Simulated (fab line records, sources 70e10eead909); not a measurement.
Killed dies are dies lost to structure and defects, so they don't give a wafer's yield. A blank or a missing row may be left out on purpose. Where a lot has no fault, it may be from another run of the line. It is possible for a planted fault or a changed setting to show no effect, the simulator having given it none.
Which tool did it?    flow nandHarc    72 wafers from 24 lots sampled at 5 of the route's 1302 steps

WHAT THE GAUGES READ, wafer by wafer
NHARC_A_ONON_D1_INSPECT_32. Usual: rawDefectCount reads 74 (standard deviation 25).
lot   measured      on                rawDefectCount  flag
L074  day 8 01:38   defectInspect-01  58 53 45        
L075  day 8 15:45   defectInspect-02  77 64 99        
L076  day 9 01:13   defectInspect-02  66 62 60        
L077  day 9 10:26   defectInspect-02  78 62 92        
L078  day 10 03:56  defectInspect-02  101 90 131      
L080  day 10 17:25  defectInspect-01  48 29 34        
L079  day 10 17:25  defectInspect-02  114 63 87       
L081  day 11 03:11  defectInspect-02  91 55 109       
L082  day 11 19:49  defectInspect-01  112 64 42       
L083  day 12 04:40  defectInspect-01  122 102 88      
L084  day 12 14:28  defectInspect-01  80 60 85        
L085  day 13 06:55  defectInspect-02  32 62 57        
L086  day 13 06:54  defectInspect-01  60 67 51        
L087  day 13 17:25  defectInspect-02  58 72 77        
L089  day 14 12:56  defectInspect-02  64 75 56        
L088  day 14 12:41  defectInspect-01  54 83 47        
L090  day 15 00:31  defectInspect-01  64 52 66        
L091  day 15 09:56  defectInspect-01  123 126 106     
L092  day 15 19:40  defectInspect-02  65 88 65        
L093  day 15 23:26  defectInspect-02  74 87 84        
L094  day 17 04:07  defectInspect-01  52 53 48        
L095  day 17 04:07  defectInspect-01  118 106 68      
L096  day 17 21:52  defectInspect-02  78 83 42        
L097  day 17 21:51  defectInspect-01  38 84 72        

WHAT TOOL EACH LOT RAN ON (gives the tool, then ch and the chambers of the sampled wafers, and finally the start)
lot   NHARC_P_M2_ETCH_28                            NHARC_P_M2_DEGAS_29          NHARC_P_BONDPAD_DEP_00                      NHARC_P_BONDPAD_PRE_CLEAN_26
L074  rieDiel-09 ch 1,2,3, day 6 06:38 or earlier   pvdSputter-02, day 6 06:38   pecvd-01 ch 0,2, day 6 08:54                pvdSputter-03, day 8 01:38 or earlier
L075  rieDiel-11 ch 1,2,3, day 6 21:45 or earlier   pvdSputter-01, day 6 21:45   pecvd-03 ch 0,1,2, day 6 23:55              pvdSputter-03, day 8 15:45 or earlier
L076  rieDiel-11 ch 1,2, day 7 02:14 or earlier     pvdSputter-01, day 7 02:14   pecvd-01 ch 0,1,2, day 7 04:41              pvdSputter-03, day 9 01:13 or earlier
L077  rieDiel-09 ch 1,2, day 7 16:07 or earlier     pvdSputter-03, day 7 16:07   pecvd-02 ch 0,1,2, day 7 18:15              pvdSputter-02, day 9 10:26 or earlier
L078  rieDiel-05 ch 1,2, day 8 07:31 or earlier     pvdSputter-02, day 8 07:31   pecvd-01 ch 0,1,2, day 8 09:40              pvdSputter-01, day 10 03:56 or earlier
L080  rieDiel-11 ch 0,1,3, day 8 19:59 or earlier   pvdSputter-02, day 8 19:59   pecvd-02 ch 0,1,2, day 10 17:25 or earlier  pvdSputter-01, day 10 17:25 or earlier
L079  rieDiel-05 ch 0,2,3, day 8 21:13 or earlier   pvdSputter-01, day 8 21:13   pecvd-02 ch 0,2, day 10 17:25 or earlier    pvdSputter-03, day 10 17:25 or earlier
L081  rieDiel-11 ch 0,1, day 9 07:35 or earlier     pvdSputter-02, day 9 07:35   pecvd-01 ch 0,1, day 9 09:43                pvdSputter-01, day 11 03:11 or earlier
L082  rieDiel-09 ch 1,2,3, day 10 00:53 or earlier  pvdSputter-02, day 10 00:53  pecvd-01 ch 0,2, day 10 03:02               pvdSputter-03, day 11 19:49 or earlier
L083  rieDiel-09 ch 0,1,3, day 10 08:13 or earlier  pvdSputter-02, day 10 08:13  pecvd-02 ch 0,2, day 10 10:25               pvdSputter-03, day 12 04:40 or earlier
L084  rieDiel-09 ch 1,2,3, day 10 19:05 or earlier  pvdSputter-03, day 10 19:05  pecvd-03 ch 0,1, day 10 21:20               pvdSputter-03, day 12 14:28 or earlier
L085  rieDiel-05 ch 1,2,3, day 11 12:50 or earlier  pvdSputter-02, day 11 12:50  pecvd-03 ch 1,2, day 11 14:56               pvdSputter-01, day 13 06:55 or earlier
L086  rieDiel-05 ch 1,2, day 11 14:18 or earlier    pvdSputter-01, day 11 14:18  pecvd-03 ch 1,2, day 11 16:32               pvdSputter-02, day 13 06:54 or earlier
L087  rieDiel-09 ch 2,3, day 11 19:13 or earlier    pvdSputter-01, day 11 19:13  pecvd-02 ch 0,1,2, day 11 21:22             pvdSputter-02, day 13 17:25 or earlier
L089  rieDiel-05 ch 2,3, day 12 12:28 or earlier    pvdSputter-01, day 12 12:28  pecvd-03 ch 0,1,2, day 14 12:56 or earlier  pvdSputter-03, day 14 12:56 or earlier
L088  rieDiel-05 ch 2,3, day 12 14:35               pvdSputter-02, day 12 15:01  pecvd-01 ch 0,1, day 12 17:13               pvdSputter-01, day 14 12:41 or earlier
L090  rieDiel-09 ch 0,3, day 13 05:26 or earlier    pvdSputter-03, day 13 05:26  pecvd-03 ch 0,2, day 13 07:34               pvdSputter-01, day 15 00:31 or earlier
L091  rieDiel-05 ch 0,2,3, day 13 12:27 or earlier  pvdSputter-02, day 13 12:27  pecvd-02 ch 0,1,2, day 13 14:55             pvdSputter-03, day 15 09:56 or earlier
L092  rieDiel-09 ch 0,3, day 14 00:58 or earlier    pvdSputter-02, day 14 00:58  pecvd-03 ch 1,2, day 15 19:40 or earlier    pvdSputter-02, day 15 19:40 or earlier
L093  rieDiel-09 ch 0,2, day 14 04:50 or earlier    pvdSputter-01, day 14 04:50  pecvd-02 ch 0,1,2, day 14 06:58             pvdSputter-02, day 15 23:26 or earlier
L094  rieDiel-09 ch 0,2,3, day 14 22:30 or earlier  pvdSputter-03, day 14 22:30  pecvd-03 ch 0,1,2, day 17 04:07 or earlier  pvdSputter-03, day 17 04:07 or earlier
L095  rieDiel-11 ch 2,3, day 14 23:08 or earlier    pvdSputter-02, day 14 23:08  pecvd-01 ch 1,2, day 17 04:07 or earlier    pvdSputter-02, day 17 04:07 or earlier
L096  rieDiel-09 ch 1,2,3, day 15 14:01 or earlier  pvdSputter-01, day 15 14:01  pecvd-02 ch 0,2, day 15 16:11               pvdSputter-01, day 17 21:52 or earlier
L097  rieDiel-11 ch 0,1,3, day 15 21:59 or earlier  pvdSputter-02, day 15 21:59  pecvd-03 ch 1,2, day 16 00:16               pvdSputter-02, day 17 21:51 or earlier
- NHARC_P_M2_ETCH_28: etches the open film in CF4/N2, target depth 30 nm, time 72.99 s.
- NHARC_P_M2_DEGAS_29: time 60 s.
- NHARC_P_BONDPAD_DEP_00: deposits SiCN, target thk 250 nm.
- NHARC_P_BONDPAD_PRE_CLEAN_26: time 30 s.

WHAT THE TOOLS THEMSELVES READ (means of the sampled wafers that have a number; where no wafer has one, the mark that the record gives instead)
NHARC_P_M2_ETCH_28. Usual: chamberPressureMTorr 30.003 mTorr (standard deviation 0.027); drypumpMotorCurrentA 5.7 A (standard deviation 0.46); n2FlowSccm 100.0 sccm (standard deviation 0.33); oesProductAu 0.998 a.u. (standard deviation 0.0083); rfVppV 314.4 V (standard deviation 1.6); showerheadPlenumPTorr 2.64 Torr (standard deviation 0.08); throttleValvePct 19.794 % (standard deviation 0.0091).
lot   tool        chamberPressureMTorr (mTorr)  drypumpMotorCurrentA (A)  n2FlowSccm (sccm)  oesProductAu (a.u.)  rfVppV (V)  showerheadPlenumPTorr (Torr)  throttleValvePct (%)  flag
L074  rieDiel-09  29.997                        5.8                       100.0              1.001                313.7       2.63                          19.798                
L075  rieDiel-11  29.984                        5.4                       100.4              0.999                314.6       2.66                          19.799                
L076  rieDiel-11  30.042                        5.7                       99.6               1.000                315.7       2.70                          19.799                
L077  rieDiel-09  29.977                        5.9                       99.7               0.998                314.9       2.65                          19.789                
L078  rieDiel-05  30.014                        6.1                       100.3              0.991                312.9       2.50                          19.795                
L080  rieDiel-11  30.010                        5.7                       99.9               1.011                314.8       2.68                          19.797                
L079  rieDiel-05  30.012                        5.3                       100.3              0.995                313.3       2.61                          19.786                
L081  rieDiel-11  30.031                        6.1                       100.0              1.009                315.7       2.73                          19.791                
L082  rieDiel-09  30.019                        5.7                       99.9               1.004                314.5       2.62                          19.794                
L083  rieDiel-09  29.996                        5.7                       99.8               0.994                314.9       2.65                          19.790                
L084  rieDiel-09  30.012                        5.8                       100.0              1.001                313.9       2.62                          19.787                
L085  rieDiel-05  30.002                        5.8                       100.1              0.990                312.8       2.55                          19.794                
L086  rieDiel-05  29.990                        6.1                       100.1              0.998                313.0       2.50                          19.785                
L087  rieDiel-09  30.005                        6.0                       100.1              0.998                315.4       2.66                          19.793                
L089  rieDiel-05  29.999                        5.5                       99.8               0.991                313.1       2.60                          19.798                
L088  rieDiel-05  30.019                        5.6                       99.9               0.994                314.6       2.60                          19.795                
L090  rieDiel-09  29.999                        6.0                       100.3              1.003                315.5       2.71                          19.786                
L091  rieDiel-05  30.014                        5.3                       100.1              0.993                312.9       2.61                          19.791                
L092  rieDiel-09  30.000                        5.9                       100.0              0.995                315.8       2.71                          19.784                
L093  rieDiel-09  30.032                        6.1                       99.8               1.001                315.3       2.71                          19.793                
L094  rieDiel-09  30.012                        6.0                       100.0              0.996                315.3       2.68                          19.793                
L095  rieDiel-11  30.007                        5.0                       100.1              0.985                314.7       2.60                          19.798                
L096  rieDiel-09  30.000                        5.7                       100.0              0.996                314.3       2.62                          19.803                
L097  rieDiel-11  30.024                        5.6                       100.0              0.994                315.2       2.68                          19.796                

NHARC_P_M2_DEGAS_29. Usual: heaterPowerW reads 338 W (standard deviation 29).
lot   tool           heaterPowerW (W)  flag
L074  pvdSputter-02  354               
L075  pvdSputter-01  327               
L076  pvdSputter-01  342               
L077  pvdSputter-03  317               
L078  pvdSputter-02  341               
L080  pvdSputter-02  361               
L079  pvdSputter-01  341               
L081  pvdSputter-02  338               
L082  pvdSputter-02  349               
L083  pvdSputter-02  341               
L084  pvdSputter-03  314               
L085  pvdSputter-02  351               
L086  pvdSputter-01  346               
L087  pvdSputter-01  305               
L089  pvdSputter-01  338               
L088  pvdSputter-02  353               
L090  pvdSputter-03  327               
L091  pvdSputter-02  347               
L092  pvdSputter-02  362               
L093  pvdSputter-01  342               
L094  pvdSputter-03  308               
L095  pvdSputter-02  340               
L096  pvdSputter-01  336               
L097  pvdSputter-02  360               

NHARC_P_BONDPAD_DEP_00. Usual: heaterPowerW reads 553 W (standard deviation 81).
lot   tool      heaterPowerW (W)  flag
L074  pecvd-01  610               
L075  pecvd-03  543               
L076  pecvd-01  629               
L077  pecvd-02  456               
L078  pecvd-01  616               
L080  pecvd-02  465               
L079  pecvd-02  503               
L081  pecvd-01  649               
L082  pecvd-01  602               
L083  pecvd-02  517               
L084  pecvd-03  556               
L085  pecvd-03  622               
L086  pecvd-03  559               
L087  pecvd-02  510               
L089  pecvd-03  573               
L088  pecvd-01  610               
L090  pecvd-03  484               
L091  pecvd-02  523               
L092  pecvd-03  516               
L093  pecvd-02  525               
L094  pecvd-03  544               
L095  pecvd-01  627               
L096  pecvd-02  520               
L097  pecvd-03  541               

NHARC_P_BONDPAD_PRE_CLEAN_26. Usual: heaterPowerW reads 406 W (standard deviation 39).
lot   tool           heaterPowerW (W)  flag
L074  pvdSputter-03  425               
L075  pvdSputter-03  412               
L076  pvdSputter-03  396               
L077  pvdSputter-02  419               
L078  pvdSputter-01  378               
L080  pvdSputter-01  404               
L079  pvdSputter-03  389               
L081  pvdSputter-01  379               
L082  pvdSputter-03  360               
L083  pvdSputter-03  396               
L084  pvdSputter-03  383               
L085  pvdSputter-01  420               
L086  pvdSputter-02  430               
L087  pvdSputter-02  428               
L089  pvdSputter-03  369               
L088  pvdSputter-01  421               
L090  pvdSputter-01  402               
L091  pvdSputter-03  393               
L092  pvdSputter-02  424               
L093  pvdSputter-02  450               
L094  pvdSputter-03  377               
L095  pvdSputter-02  444               
L096  pvdSputter-01  384               
L097  pvdSputter-02  445               

THE ANSWER, worked out from the rows above alone
Rule: a lot is off if the mean of its wafers that have a number lies more than 3 standard deviations from the usual mean. A lot without any number at a reading at which 4 lots or more have one is off too. Any other lot the step has rows for is counted as sound. Order of review: gauges by route order, followed by the tools' own readings, for which a lot's mean as printed above is used. The first step at which some lot is off is used, and at that step the reading that is off furthest; a lot without a number counts as furthest.
Across all readings shown, no lot is off: no conclusion can be drawn from this.

WHAT THE SIMULATOR HAD PUT IN
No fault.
